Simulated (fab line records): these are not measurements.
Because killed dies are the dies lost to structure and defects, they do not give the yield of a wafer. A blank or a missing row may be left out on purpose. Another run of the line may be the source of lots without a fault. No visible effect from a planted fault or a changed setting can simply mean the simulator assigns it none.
fab line records	flow nand-harc
record: lots: 24	wafers: 72	last-day: 33
route steps=1302 shown A_STAIRCASE@876 A_SGD_CUT@904 A_SLIT@923
lots untouched by any fault: they come from a run of this same line in which no faults occurred
start-h: start of the lot's first displayed wafer, in hours after the record's first day	wait-h: how many hours have passed since the lot's step before this one	" repeats the value in the row above	L1.1+2: a single row standing in for several wafers	- either no value or no given start	* or withheld: withheld	< > ~ a bound
route shown NAME@n: NAME is a module with steps in the file, n the number in the route of the first one	usual: mean/standard deviation of fault-free wafers	same: alike in all rows	chamber/n: place in a boat	sites: the reading at each site	_std_site: standard deviation of those values	_edge_site: mean of outer sites minus mean of inner sites	radius-mm: for every site, how far away it sits from the centre of the wafer	mask NAME#n: copy n	behind: the most recent tool/chamber to have shaped the wafer	hold: cause of the lot's hold/its duration in hours/its outcome	device: the n, p or np transistor that did not switch	end of line: tests run on the same wafers once the route is complete	a step with no rows: only its recipe	killed: dies lost to structure and defects at the first sort, not the wafer's yield	map: a wafer's dies, marking killed ones x, the rest . and places with no die _
set.NAME: the run value of the setting; set.NAME@STEP: its run value at that earlier step	model.NAME: the simulator's own value behind a step, which no gauge read
a sample of lots followed through the steps of the route, with each step as a table and each wafer as a row
services: from which hour (start-h, from the record's first day; less than 0 if before it) a tool's chamber was out of use, for how many hours, and why
== steps ==
step: NHARC_A_STAIRCASE_CMP_450
recipe: target-thk-nm: 200	material: SiO2
usual: motor-current-A: 12.1/0.83
lot.wafer	tool	chamber	start-h	wait-h	motor-current-A
L074.3	cmp-04	2	431.09	-	11.1
L074.4	"	3	"	"	13.1
L074.6	"	2	"	"	10.4
L075.3	cmp-01	2	443.81	-	12.4
L075.4	"	3	"	"	10.8
L075.5	"	3	"	"	10.6
L076.4	cmp-04	1	444.30	-	11.4
L076.6	"	0	"	"	11.8
L076.5	"	1	"	"	12.0
L077.2	cmp-01	2	454.46	-	12.5
L077.1	"	3	"	"	10.3
L077.4	"	1	"	"	12.3
L078.2	cmp-02	0	468.84	-	12.7
L078.4	"	3	"	"	12.9
L078.6	"	0	"	"	12.8
L080.1	cmp-02	3	480.84	-	12.8
L080.4	"	0	"	"	12.3
L080.5	"	2	"	"	11.6
L079.1	cmp-04	0	481.01	-	11.6
L079.3	"	1	"	"	11.3
L079.5	"	0	"	"	11.4
L081.1	cmp-01	1	498.89	-	12.7
L081.4	"	3	"	"	11.4
L081.2	"	0	"	"	12.2
L082.4	cmp-01	1	519.54	-	12.6
L082.1	"	2	"	"	12.6
L082.6	"	0	"	"	13.1
L083.4	cmp-01	3	525.89	-	9.8
L083.1	"	2	"	"	12.7
L083.6	"	0	"	"	12.4
L084.1	cmp-02	1	526.23	-	11.5
L084.6	"	2	"	"	12.2
L084.5	"	3	"	"	12.8
L086.4	cmp-01	3	540.35	-	10.6
L086.3	"	0	"	"	12.9
L086.6	"	2	"	"	12.9
L085.1	cmp-02	1	543.22	-	12.4
L085.3	"	2	"	"	12.2
L085.5	"	3	"	"	12.4
L087.4	cmp-02	0	564.32	-	12.4
L087.2	"	3	"	"	12.3
L087.6	"	0	"	"	12.5
L088.2	cmp-01	3	564.37	-	11.2
L088.5	"	3	"	"	10.6
L088.6	"	0	"	"	12.9
L089.3	cmp-04	3	564.60	-	13.6
L089.2	"	1	"	"	11.4
L089.5	"	0	"	"	11.6
L091.3	cmp-01	1	594.38	-	12.6
L091.2	"	2	"	"	12.6
L091.5	"	1	"	"	12.5
L090.2	cmp-02	3	603.47	-	11.7
L090.1	"	1	"	"	12.4
L090.6	"	2	"	"	12.1
L094.4	cmp-02	3	623.77	-	12.9
L094.1	"	0	"	"	12.8
L094.3	"	1	"	"	11.6
L093.4	cmp-04	3	624.04	-	13.4
L093.5	"	2	"	"	10.7
L093.6	"	3	"	"	13.8
L092.4	cmp-02	2	624.61	-	11.8
L092.6	"	1	"	"	12.1
L092.5	"	2	"	"	11.9
L096.2	cmp-01	1	641.96	-	12.7
L096.6	"	3	"	"	10.8
L096.5	"	0	"	"	13.0
L095.1	cmp-04	0	642.22	-	11.8
L095.2	"	2	"	"	10.9
L095.6	"	1	"	"	11.2
L097.2	cmp-04	3	658.73	-	12.2
L097.1	"	1	"	"	11.3
L097.5	"	3	"	"	13.1
step: NHARC_A_SGD_CUT_DESCUM_14
recipe: time-s: 3	o2-flow-sccm: 200	ar-flow-sccm: 0	bias-power-w: 0	chemistry: O2
usual: drypump-motor-current-A: 6.10/0.28	oes-product-au: 1.000/0.0071	rf-vpp-V: 57.9/0.93	showerhead-plenum-p-Torr: 1.96/0.077	throttle-valve-pct: 11.310/0.0089
same: time-s: 3
lot.wafer	tool	chamber	start-h	wait-h	drypump-motor-current-A	oes-product-au	rf-hours-counter-h	rf-vpp-V	showerhead-plenum-p-Torr	throttle-valve-pct
L074.3	rie-diel-13	3	433.87	0.1	5.89	1.013	3.8	57.5	2.05	11.308
L074.4	"	1	"	"	6.31	0.995	5.1	56.5	2.00	11.307
L074.6	"	3	"	"	5.92	1.008	-	58.7	2.05	11.316
L075.4	rie-diel-13	2	446.45	0.1	5.76	1.007	6.2	58.0	1.92	11.303
L075.3	"	1	"	"	6.33	0.998	5.9	56.5	2.00	11.307
L075.5	"	2	"	"	5.75	1.002	-	57.6	1.92	11.300
L076.4	rie-diel-02	2	447.07	0.1	6.00	1.005	2.4	58.2	2.01	11.297
L076.6	"	2	"	"	5.97	0.998	-	57.5	2.01	11.298
L076.5	"	3	"	"	6.11	0.987	-	57.7	2.05	11.321
L077.2	rie-diel-12	1	457.25	0.1	5.68	0.993	0	57.6	1.88	11.306
L077.1	"	2	"	"	6.31	1.001	0	59.4	1.78	11.299
L077.4	"	3	"	"	6.48	1.006	0	57.7	1.92	11.297
L078.2	rie-diel-02	1	471.61	0.1	6.37	0.999	3.5	56.7	2.03	11.308
L078.4	"	2	"	"	5.97	0.996	-	58.7	2.01	11.318
L078.6	"	0	"	"	5.82	0.987	-	55.5	1.93	11.313
L080.4	rie-diel-13	2	483.60	0.1	5.77	1.007	9.6	58.0	1.92	11.306
L080.1	"	0	"	"	6.55	1.003	8.4	57.7	1.86	11.302
L080.5	"	3	"	"	5.94	1.003	-	57.0	2.04	11.323
L079.3	rie-diel-02	2	483.85	0.1	5.97	0.996	4.2	58.8	2.01	11.302
L079.1	"	1	"	"	6.36	1.001	4.1	57.3	2.03	11.304
L079.5	"	2	"	"	6.00	0.990	-	57.0	2.01	11.301
L081.1	rie-diel-12	1	501.64	0.1	5.68	0.998	3.4	56.7	1.87	11.296
L081.4	"	2	"	"	6.30	0.994	3.5	55.7	1.78	11.296
L081.2	"	3	"	"	6.49	1.001	3.6	57.6	1.92	11.312
L082.4	rie-diel-02	1	522.64	0.1	6.38	1.006	6.0	56.6	2.03	11.330
L082.1	"	2	"	"	5.98	1.012	5.9	58.7	2.01	11.314
L082.6	"	0	"	"	5.81	0.991	-	57.9	1.93	11.321
L083.1	rie-diel-13	2	528.54	0.1	5.72	1.008	0	56.4	1.92	11.314
L083.4	"	3	"	"	5.94	1.003	0	57.0	2.04	11.310
L083.6	"	2	"	"	5.69	0.999	-	59.4	1.92	11.316
L084.1	rie-diel-12	3	528.96	0.1	6.49	1.015	7.1	57.4	1.92	11.309
L084.5	"	1	"	"	5.69	0.991	-	57.5	1.87	11.305
L084.6	"	2	"	"	6.33	0.986	-	57.5	1.78	11.298
L086.4	rie-diel-02	2	543.10	0.1	6.02	1.001	6.5	56.8	2.01	11.308
L086.3	"	3	"	"	6.09	0.996	6.3	57.8	2.05	11.297
L086.6	"	2	"	"	6.01	0.997	-	59.1	2.01	11.336
L085.1	rie-diel-02	3	545.99	0.1	6.11	0.992	6.7	59.7	2.05	11.302
L085.3	"	1	"	"	6.34	1.007	7.3	57.2	2.03	11.308
L085.5	"	2	"	"	5.99	1.001	-	57.3	2.01	11.327
L087.2	rie-diel-02	1	567.09	0.1	6.37	0.994	8.9	57.4	2.03	11.297
L087.4	"	2	"	"	5.99	1.001	8.7	57.4	2.01	11.314
L087.6	"	1	"	"	6.40	0.999	-	57.7	2.03	11.311
L088.2	rie-diel-13	1	567.18	0.1	6.34	1.000	2.6	58.1	2.00	11.308
L088.5	"	3	"	"	5.89	1.001	-	59.5	2.04	11.304
L088.6	"	0	"	"	6.59	0.998	-	57.9	1.86	11.315
L089.2	rie-diel-02	2	567.45	0.1	6.01	1.005	8.9	58.7	2.01	11.301
L089.3	"	1	"	"	6.36	0.993	9.0	57.5	2.03	11.316
L089.5	"	3	"	"	6.11	1.002	-	58.4	2.05	11.318
L091.3	rie-diel-13	1	597.17	0.1	6.34	0.995	4.2	59.0	2.00	11.312
L091.2	"	3	"	"	5.93	1.003	3.5	58.2	2.04	11.297
L091.5	"	1	"	"	6.33	0.998	-	58.3	2.00	11.326
L090.1	rie-diel-02	1	606.24	0.1	6.38	0.993	1.3	58.2	2.02	11.328
L090.2	"	3	"	"	6.11	0.997	1.3	58.7	2.05	11.312
L090.6	"	1	"	"	6.38	0.998	-	58.5	2.02	11.315
L094.3	rie-diel-13	1	626.42	0.1	6.34	1.000	6.7	58.0	2.00	11.309
L094.4	"	2	"	"	5.74	1.003	6.0	58.1	1.91	11.311
L094.1	"	0	"	"	6.56	1.018	6.4	57.4	1.86	11.333
L092.4	rie-diel-02	2	627.36	0.1	5.96	1.004	2.2	57.2	2.01	11.306
L092.6	"	1	"	"	6.38	1.011	-	59.5	2.02	11.307
L092.5	"	2	"	"	5.97	1.001	-	58.8	2.01	11.313
L093.4	rie-diel-13	2	627.78	0.1	5.70	1.003	6.2	58.2	1.91	11.315
L093.5	"	2	"	"	5.73	0.994	-	58.9	1.91	11.302
L093.6	"	3	"	"	5.91	1.004	-	59.0	2.04	11.318
L096.2	rie-diel-12	3	644.80	0.1	6.48	0.989	1.9	58.2	1.92	11.300
L096.5	"	2	"	"	6.30	0.997	-	56.4	1.78	11.326
L096.6	"	1	"	"	5.70	0.990	-	58.6	1.87	11.320
L095.2	rie-diel-13	0	645.01	0.1	6.58	1.012	8.4	57.6	1.86	11.309
L095.1	"	3	"	"	5.90	1.000	7.8	58.3	2.04	11.318
L095.6	"	1	"	"	6.31	1.000	-	57.9	2.00	11.315
L097.2	rie-diel-13	2	661.51	0.1	5.75	0.982	9.2	57.5	1.91	11.310
L097.1	"	0	"	"	6.58	1.003	9.9	57.3	1.86	11.308
L097.5	"	1	"	"	6.36	0.996	-	56.7	1.99	11.322
step: NHARC_A_SGD_CUT_ETCH_58
recipe: target-depth-a: 390	over-etch-frac: 0.3	time-s: 65	ion-energy-ev: 80	cf4-flow-sccm: 150	ar-flow-sccm: 0	rf-w: 300	bias-w: 100	chemistry: CF4
usual: drypump-motor-current-A: 6.12/0.29	oes-product-au: 0.999/0.0073	rf-vpp-V: 151.6/1.2	showerhead-plenum-p-Torr: 1.81/0.066	throttle-valve-pct: 13.284/0.0095
same: time-s: 65
lot.wafer	tool	chamber	start-h	wait-h	drypump-motor-current-A	oes-product-au	rf-hours-counter-h	rf-vpp-V	showerhead-plenum-p-Torr	throttle-valve-pct
L074.4	rie-diel-13	3	433.94	0.1	5.92	0.993	3.8	152.3	1.88	13.292
L074.3	"	1	"	"	6.32	1.004	5.1	152.9	1.84	13.300
L074.6	"	0	"	"	6.59	1.016	-	150.9	1.72	13.293
L075.3	rie-diel-13	2	446.55	0.1	5.69	0.992	6.2	150.9	1.77	13.277
L075.4	"	3	"	"	5.90	0.999	4.8	151.5	1.88	13.298
L075.5	"	1	"	"	6.33	1.008	-	151.6	1.84	13.301
L076.4	rie-diel-02	1	447.17	0.1	6.37	0.986	2.3	153.6	1.87	13.287
L076.6	"	3	"	"	6.12	0.992	-	153.1	1.89	13.285
L076.5	"	0	"	"	5.77	0.992	-	153.1	1.79	13.295
L077.2	rie-diel-12	2	457.33	0.1	6.31	0.991	0.0	149.8	1.66	13.285
L077.4	"	3	"	"	6.49	1.007	0.0	151.1	1.78	13.282
L077.1	"	1	"	"	5.70	0.994	0.0	151.8	1.74	13.292
L078.2	rie-diel-02	1	471.73	0.1	6.40	0.996	3.5	149.9	1.87	13.290
L078.4	"	2	"	"	6.02	0.994	-	152.6	1.85	13.259
L078.6	"	1	"	"	6.39	0.987	-	151.1	1.87	13.298
L080.1	rie-diel-13	0	483.69	0.1	6.56	1.003	8.4	151.0	1.72	13.285
L080.4	"	2	"	"	5.74	1.025	9.6	151.7	1.77	13.292
L080.5	"	0	"	"	6.56	1.012	-	150.9	1.72	13.274
L079.1	rie-diel-02	1	483.95	0.1	6.39	0.999	4.1	152.6	1.87	13.294
L079.3	"	2	"	"	5.98	0.991	4.3	151.9	1.85	13.296
L079.5	"	0	"	"	5.81	0.998	-	151.4	1.79	13.289
L081.2	rie-diel-12	2	501.73	0.1	6.26	0.986	3.5	150.3	1.66	13.285
L081.1	"	0	"	"	6.24	1.000	3.5	153.1	1.85	13.277
L081.4	"	1	"	"	5.69	0.989	3.4	151.1	1.74	13.287
L082.4	rie-diel-02	3	522.72	0.1	6.10	0.996	5.2	152.3	1.89	13.276
L082.1	"	1	"	"	6.38	0.990	6.0	153.5	1.87	13.266
L082.6	"	2	"	"	5.98	0.987	-	152.1	1.85	13.281
L083.4	rie-diel-13	3	528.61	0.1	5.91	0.997	0.0	151.9	1.88	13.283
L083.1	"	2	"	"	5.77	1.003	0.0	152.5	1.77	13.292
L083.6	"	0	"	"	6.55	1.003	-	149.7	1.72	13.290
L084.1	rie-diel-12	0	529.03	0.1	6.23	1.004	6.6	152.2	1.85	13.290
L084.5	"	0	"	"	6.23	1.004	-	152.5	1.85	13.273
L084.6	"	1	"	"	5.69	1.011	-	149.8	1.73	13.288
L086.4	rie-diel-02	2	543.19	0.1	5.99	0.987	6.6	152.1	1.85	13.264
L086.3	"	3	"	"	6.10	0.993	6.3	155.0	1.89	13.300
L086.6	"	0	"	"	5.83	0.989	-	150.4	1.78	13.272
L085.1	rie-diel-02	3	546.06	0.1	6.11	0.999	6.7	152.4	1.89	13.269
L085.3	"	1	"	"	6.39	1.005	7.4	152.2	1.87	13.286
L085.5	"	0	"	"	5.81	0.999	-	150.6	1.78	13.280
L087.2	rie-diel-02	2	567.19	0.1	6.00	0.997	8.7	151.7	1.85	13.288
L087.4	"	0	"	"	5.80	0.989	8.7	151.4	1.78	13.307
L087.6	"	2	"	"	5.99	0.993	-	152.0	1.85	13.289
L088.2	rie-diel-13	3	567.26	0.1	5.91	0.995	2.3	154.4	1.88	13.284
L088.5	"	2	"	"	5.72	0.998	-	151.5	1.77	13.275
L088.6	"	3	"	"	5.90	1.002	-	151.2	1.88	13.281
L089.3	rie-diel-02	1	567.54	0.1	6.38	1.005	9.0	152.1	1.86	13.284
L089.2	"	0	"	"	5.82	1.004	8.8	150.0	1.78	13.266
L089.5	"	2	"	"	5.96	1.003	-	151.5	1.85	13.286
L091.2	rie-diel-13	2	597.26	0.1	5.74	1.009	3.6	149.1	1.77	13.285
L091.3	"	1	"	"	6.36	1.006	4.2	150.8	1.84	13.273
L091.5	"	3	"	"	5.93	1.004	-	152.8	1.88	13.281
L090.1	rie-diel-02	1	606.32	0.1	6.37	0.999	1.3	153.0	1.86	13.286
L090.2	"	0	"	"	5.79	1.001	1.1	153.0	1.78	13.294
L090.6	"	2	"	"	6.00	1.000	-	150.4	1.85	13.295
L094.4	rie-diel-13	3	626.51	0.1	5.87	1.006	5.8	153.0	1.88	13.274
L094.3	"	0	"	"	6.57	0.999	6.5	151.1	1.72	13.266
L094.1	"	1	"	"	6.36	0.993	6.7	152.2	1.84	13.285
L092.4	rie-diel-02	1	627.45	0.1	6.35	1.001	2.4	151.7	1.86	13.274
L092.6	"	3	"	"	6.10	0.997	-	151.7	1.89	13.283
L092.5	"	0	"	"	5.80	1.002	-	151.3	1.78	13.282
L093.4	rie-diel-13	0	627.87	0.1	6.57	0.997	6.9	149.8	1.72	13.267
L093.6	"	3	"	"	5.92	1.005	-	153.4	1.88	13.287
L093.5	"	0	"	"	6.59	1.000	-	150.8	1.72	13.287
L096.2	rie-diel-12	1	644.90	0.1	5.68	0.993	1.9	151.5	1.73	13.286
L096.5	"	3	"	"	6.48	1.002	-	151.6	1.77	13.303
L096.6	"	1	"	"	5.70	0.992	-	150.7	1.73	13.291
L095.2	rie-diel-13	1	645.10	0.1	6.33	0.991	8.4	151.1	1.84	13.285
L095.1	"	2	"	"	5.75	1.006	7.8	149.3	1.77	13.284
L095.6	"	0	"	"	6.54	0.997	-	151.5	1.72	13.263
L097.1	rie-diel-13	1	661.59	0.1	6.35	0.997	9.9	151.7	1.84	13.290
L097.2	"	2	"	"	5.71	0.996	9.3	151.0	1.77	13.293
L097.5	"	1	"	"	6.35	1.002	-	152.0	1.84	13.285
step: NHARC_A_SLIT_DEP_00
recipe: target-thk-a: 62000	temp-c: 400	material: aC
usual: throttle-valve-pct: 35.000/0.0095
lot.wafer	tool	chamber	start-h	wait-h	throttle-valve-pct
L074.3	acl-dep-03	0	442.34	-	35.002
L074.4	"	0	"	"	34.984
L074.6	"	0	444.17	-	35.003
L075.3	acl-dep-03	0	455.34	-	35.007
L075.4	"	0	"	"	35.009
L075.5	"	0	"	"	35.012
L076.4	acl-dep-02	0	456.92	-	34.994
L076.5	"	0	"	"	34.994
L076.6	"	0	"	"	35.005
L077.1	acl-dep-02	0	464.30	-	35.001
L077.2	"	0	"	"	35.002
L077.4	"	0	466.18	-	34.998
L078.2	acl-dep-01	0	483.38	-	34.996
L078.4	"	0	484.63	-	35.006
L078.6	"	0	485.88	-	35.019
L080.1	acl-dep-01	0	492.39	-	35.006
L080.4	"	0	494.28	-	34.996
L080.5	"	0	"	"	34.994
L079.1	acl-dep-02	0	493.40	-	34.981
L079.3	"	0	494.65	-	34.984
L079.5	"	0	495.90	-	34.991
L081.1	acl-dep-02	0	508.68	-	34.998
L081.2	"	0	"	"	34.987
L081.4	"	0	510.53	-	34.989
L082.1	acl-dep-02	0	529.62	-	35.011
L082.4	"	0	531.52	-	34.997
L082.6	"	0	532.78	-	35.005
L083.1	acl-dep-03	0	535.69	0.4	35.004
L083.4	"	0	537.57	2.1	35.007
L083.6	"	0	538.82	3.2	35.030
L084.1	acl-dep-01	0	537.18	-	34.994
L084.5	"	0	539.68	-	34.997
L084.6	"	0	"	"	35.017
L085.1	acl-dep-02	0	550.66	-	35.001
L085.3	"	0	551.92	-	34.991
L085.5	"	0	553.18	-	34.997
L086.3	acl-dep-03	0	551.92	-	34.988
L086.4	"	0	"	"	35.018
L086.6	"	0	553.81	-	34.998
L089.2	acl-dep-01	0	575.48	-	34.998
L089.3	"	0	"	"	34.990
L089.5	"	0	577.37	-	35.004
L087.2	acl-dep-03	0	578.30	-	35.007
L087.4	"	0	579.54	-	35.010
L087.6	"	0	580.78	-	34.998
L088.2	acl-dep-02	0	579.21	-	35.015
L088.5	"	0	581.04	-	34.991
L088.6	"	0	"	"	35.004
L091.2	acl-dep-01	0	604.85	-	35.011
L091.3	"	0	"	"	35.008
L091.5	"	0	606.76	-	35.010
L090.1	acl-dep-01	0	615.98	-	35.005
L090.2	"	0	"	"	35.013
L090.6	"	0	619.13	-	35.008
L094.1	acl-dep-01	0	635.42	-	34.984
L094.3	"	0	636.67	-	34.985
L094.4	"	0	"	"	35.000
L092.4	acl-dep-02	0	636.35	-	34.997
L092.5	"	0	"	"	35.003
L092.6	"	0	"	"	34.973
L093.4	acl-dep-03	0	637.90	-	35.007
L093.5	"	0	"	"	35.000
L093.6	"	0	"	"	35.006
L096.2	acl-dep-02	0	652.44	-	35.015
L096.5	"	0	654.30	-	34.997
L096.6	"	0	"	"	35.003
L095.1	acl-dep-03	0	652.67	-	35.000
L095.2	"	0	"	"	35.009
L095.6	"	0	655.78	-	35.007
L097.1	acl-dep-01	0	671.07	-	34.984
L097.2	"	0	"	"	34.999
L097.5	"	0	673.58	-	34.992
step: NHARC_A_SLIT_DESCUM_14
recipe: time-s: 3	o2-flow-sccm: 200	ar-flow-sccm: 0	bias-power-w: 0	chemistry: O2
usual: drypump-motor-current-A: 5.8/0.38	oes-product-au: 0.999/0.0079	rf-vpp-V: 57.9/0.95	showerhead-plenum-p-Torr: 1.95/0.067	throttle-valve-pct: 11.312/0.0094
same: time-s: 3
lot.wafer	tool	chamber	start-h	wait-h	drypump-motor-current-A	oes-product-au	rf-hours-counter-h	rf-vpp-V	showerhead-plenum-p-Torr	throttle-valve-pct
L074.4	rie-diel-03	3	445.67	0.1	4.8	1.007	9	59.7	2.03	11.317
L074.3	"	2	"	"	6.1	1.005	9	57.7	2.02	11.302
L074.6	"	3	"	"	4.8	1.014	-	58.9	2.03	11.320
L075.3	rie-diel-06	0	458.72	0.1	6.2	0.990	9	59.4	2.02	11.301
L075.4	"	1	"	"	5.4	0.988	9	57.0	1.96	11.305
L075.5	"	1	"	"	5.4	0.992	-	57.8	1.96	11.314
L076.4	rie-diel-06	0	459.72	0.1	6.1	1.000	10	59.4	2.02	11.301
L076.6	"	2	"	"	6.1	1.006	-	58.6	1.89	11.302
L076.5	"	3	"	"	5.7	1.014	-	57.2	1.86	11.307
L077.2	rie-diel-03	0	468.95	0.1	5.5	0.996	0	58.8	1.97	11.311
L077.4	"	1	"	"	5.8	1.008	0	57.7	1.81	11.307
L077.1	"	3	"	"	4.8	0.998	0	58.9	2.03	11.324
L078.4	rie-diel-11	3	487.26	0.1	5.9	1.007	1	59.6	1.88	11.305
L078.2	"	1	"	"	6.2	1.013	1	57.4	2.00	11.293
L078.6	"	3	"	"	5.8	1.014	-	56.6	1.88	11.318
L080.1	rie-diel-06	1	497.07	0.1	5.4	1.000	0	57.8	1.95	11.304
L080.4	"	3	"	"	5.8	0.996	0	57.0	1.86	11.313
L080.5	"	1	"	"	5.4	0.995	-	57.4	1.96	11.316
L079.1	rie-diel-03	3	498.03	0.1	4.7	0.999	2	58.9	2.03	11.309
L079.3	"	0	"	"	5.5	0.999	1	56.8	1.97	11.304
L079.5	"	0	"	"	5.5	0.995	-	58.1	1.97	11.306
L081.1	rie-diel-11	3	513.15	0.1	5.9	1.005	2	57.5	1.88	11.321
L081.2	"	0	"	"	5.9	0.994	2	57.4	1.99	11.315
L081.4	"	3	"	"	5.9	1.000	-	58.8	1.88	11.304
L082.1	rie-diel-06	0	534.33	0.1	6.1	0.989	2	57.0	2.02	11.307
L082.4	"	2	"	"	6.1	1.009	-	57.3	1.89	11.335
L082.6	"	0	"	"	6.1	0.990	-	58.2	2.02	11.316
L083.4	rie-diel-03	3	541.82	0.1	4.8	1.001	4	57.5	2.03	11.306
L083.1	"	1	"	"	5.8	1.004	3	57.0	1.80	11.327
L083.6	"	0	"	"	5.5	1.008	-	57.6	1.97	11.308
L084.1	rie-diel-11	2	541.88	0.1	5.8	1.005	2	59.8	2.03	11.317
L084.6	"	3	"	"	5.9	1.003	-	58.6	1.88	11.313
L084.5	"	0	"	"	5.9	1.002	-	58.2	1.99	11.314
L085.3	rie-diel-03	2	555.33	0.1	6.1	0.999	6	58.0	2.01	11.327
L085.1	"	3	"	"	4.8	1.000	6	57.9	2.02	11.288
L085.5	"	2	"	"	6.0	1.004	-	57.8	2.01	11.306
L086.4	rie-diel-06	0	555.48	0.1	6.1	0.983	4	58.0	2.02	11.324
L086.3	"	3	"	"	5.8	1.006	4	56.5	1.86	11.309
L086.6	"	1	"	"	5.4	0.988	-	56.6	1.95	11.309
L089.2	rie-diel-11	1	579.39	0.1	6.2	0.999	5	58.3	1.99	11.317
L089.3	"	2	"	"	5.7	1.006	4	59.1	2.03	11.311
L089.5	"	1	"	"	6.2	1.009	-	59.2	1.99	11.316
L087.2	rie-diel-11	0	582.29	0.1	5.9	0.992	6	59.8	1.99	11.325
L087.4	"	1	"	"	6.1	0.988	5	57.9	1.99	11.324
L087.6	"	0	"	"	6.0	1.004	-	57.7	1.99	11.314
L088.2	rie-diel-03	0	583.03	0.1	5.5	1.005	7	58.1	1.97	11.302
L088.6	"	0	"	"	5.5	0.990	-	57.7	1.97	11.301
L088.5	"	1	"	"	5.7	1.012	-	58.0	1.80	11.325
L091.3	rie-diel-06	1	608.80	0.1	5.4	0.995	4	58.3	1.95	11.315
L091.2	"	3	"	"	5.8	1.009	7	58.5	1.86	11.327
L091.5	"	1	"	"	5.4	0.994	-	57.1	1.95	11.312
L090.2	rie-diel-06	1	620.65	0.1	5.4	0.982	5	59.8	1.95	11.307
L090.1	"	3	"	"	5.8	1.002	9	56.8	1.86	11.314
L090.6	"	2	"	"	6.1	0.993	-	58.3	1.88	11.331
L092.4	rie-diel-06	2	638.95	0.1	6.1	1.006	10	57.8	1.88	11.303
L092.6	"	2	"	"	6.1	1.004	-	56.9	1.88	11.313
L092.5	"	3	"	"	5.8	1.009	-	56.9	1.86	11.317
L094.1	rie-diel-11	0	640.06	0.1	6.0	0.999	1	59.7	1.99	11.317
L094.4	"	1	"	"	6.2	1.006	0	57.1	1.99	11.322
L094.3	"	3	"	"	5.9	1.010	1	59.1	1.88	11.310
L093.4	rie-diel-06	3	640.78	0.1	5.8	1.021	10	57.9	1.86	11.320
L093.6	"	0	"	"	6.2	1.000	-	57.8	2.01	11.322
L093.5	"	1	"	"	5.4	0.995	-	58.4	1.95	11.284
L096.2	rie-diel-11	0	656.45	0.1	5.9	0.974	2	58.6	1.99	11.298
L096.6	"	1	"	"	6.2	0.995	-	59.8	1.99	11.310
L096.5	"	2	"	"	5.7	0.977	-	58.1	2.03	11.331
L095.2	rie-diel-06	3	657.28	0.1	5.8	1.003	11	56.6	1.86	11.296
L095.1	"	0	"	"	6.1	0.989	10	56.8	2.01	11.328
L095.6	"	3	"	"	5.8	1.009	-	58.0	1.86	11.321
L097.1	rie-diel-06	2	675.73	0.1	6.1	0.998	1	57.1	1.88	11.315
L097.2	"	3	"	"	5.8	1.001	1	57.6	1.86	11.302
L097.5	"	2	"	"	6.1	0.999	-	58.6	1.88	11.307
step: NHARC_A_SLIT_CD_MEAS_21
usual: cd-nm: 289.6/0.71
lot.wafer	tool	chamber	start-h	wait-h	cd-nm
L074.3	cd-sem-01	-	452.05	-	289.9
L074.4	"	-	"	"	289.5
L074.6	"	-	"	"	290.6
L075.3	cd-sem-02	-	468.64	-	289.6
L075.4	"	-	"	"	288.8
L075.5	"	-	"	"	289.2
L076.4	cd-sem-03	-	469.68	-	289.5
L076.5	"	-	"	"	289.8
L076.6	"	-	"	"	289.4
L077.1	cd-sem-01	-	475.34	-	290.2
L077.2	"	-	"	"	290.5
L077.4	"	-	"	"	290.4
L078.2	cd-sem-02	-	493.64	-	290.2
L078.4	"	-	"	"	290.1
L078.6	"	-	"	"	289.5
L080.1	cd-sem-01	-	503.39	0.1	290.1
L080.4	"	-	"	"	289.4
L080.5	"	-	"	"	289.4
L079.1	cd-sem-03	-	504.32	-	289.2
L079.3	"	-	"	"	289.1
L079.5	"	-	"	"	289.2
L081.1	cd-sem-01	-	519.68	-	287.9
L081.2	"	-	"	"	288.7
L081.4	"	-	"	"	288.6
L082.1	cd-sem-03	-	540.89	-	290.2
L082.4	"	-	"	"	289.8
L082.6	"	-	"	"	289.4
L083.1	cd-sem-02	-	548.12	-	290.4
L083.4	"	-	"	"	290.2
L083.6	"	-	"	"	290.1
L084.1	cd-sem-03	-	548.76	-	290.3
L084.5	"	-	"	"	290.1
L084.6	"	-	"	"	290.2
L086.3	cd-sem-03	-	561.80	-	289.0
L086.4	"	-	"	"	289.2
L086.6	"	-	"	"	288.7
L085.1	cd-sem-01	-	561.91	-	289.3
L085.3	"	-	"	"	290.2
L085.5	"	-	"	"	290.0
L089.2	cd-sem-01	-	585.65	-	288.2
L089.3	"	-	"	"	288.9
L089.5	"	-	"	"	289.3
L087.2	cd-sem-03	-	589.14	-	288.6
L087.4	"	-	"	"	288.2
L087.6	"	-	"	"	288.5
L088.2	cd-sem-01	-	589.47	-	289.9
L088.5	"	-	"	"	289.9
L088.6	"	-	"	"	290.1
L091.2	cd-sem-03	-	615.12	-	290.3
L091.3	"	-	"	"	289.8
L091.5	"	-	"	"	290.0
L090.1	cd-sem-01	-	627.27	-	291.2
L090.2	"	-	"	"	290.1
L090.6	"	-	"	"	290.3
L092.4	cd-sem-02	-	645.28	-	288.4
L092.5	"	-	"	"	288.6
L092.6	"	-	"	"	288.3
L094.1	cd-sem-01	-	647.31	-	289.7
L094.3	"	-	"	"	288.9
L094.4	"	-	"	"	288.9
L093.4	cd-sem-01	-	649.14	-	289.6
L093.5	"	-	"	"	290.0
L093.6	"	-	"	"	289.1
L096.2	cd-sem-03	-	662.79	-	289.9
L096.5	"	-	"	"	290.1
L096.6	"	-	"	"	290.5
L095.1	cd-sem-01	-	663.58	-	290.0
L095.2	"	-	"	"	289.5
L095.6	"	-	"	"	289.8
L097.1	cd-sem-01	-	681.98	-	291.4
L097.2	"	-	"	"	290.8
L097.5	"	-	"	"	290.5
== services ==
tool	chamber	start-h	hours	kind
rie-diel-06	3	409.48	5.1	repair
rie-diel-02	3	413.28	5.1	repair
rie-diel-12	2	418.76	2.8	repair
rie-diel-12	0	419.83	8.6	repair
cmp-02	-	420.78	1.4	repair
cmp-02	-	428.71	4.0	pm
acl-dep-02	-	432.27	13.0	pm
rie-diel-02	1	433.94	2.7	repair
rie-diel-06	-	447.82	3.9	repair
rie-diel-13	-	458.41	0.8	repair
rie-diel-02	3	471.52	1.4	repair
cmp-01	-	479.76	4.0	pm
rie-diel-06	-	484.20	9.0	pm
rie-diel-06	1	517.13	24.9	repair
rie-diel-13	-	519.00	9.0	pm
cmp-01	-	523.25	0.9	repair
rie-diel-02	2	539.87	1.9	repair
rie-diel-06	3	567.67	5.5	repair
rie-diel-02	-	570.70	9.0	pm
cmp-01	-	577.76	4.0	pm
acl-dep-02	-	583.27	8.0	repair
cmp-01	-	600.61	1.0	repair
acl-dep-02	-	615.65	13.0	pm
rie-diel-06	-	661.20	9.0	pm
== key ==
fault none
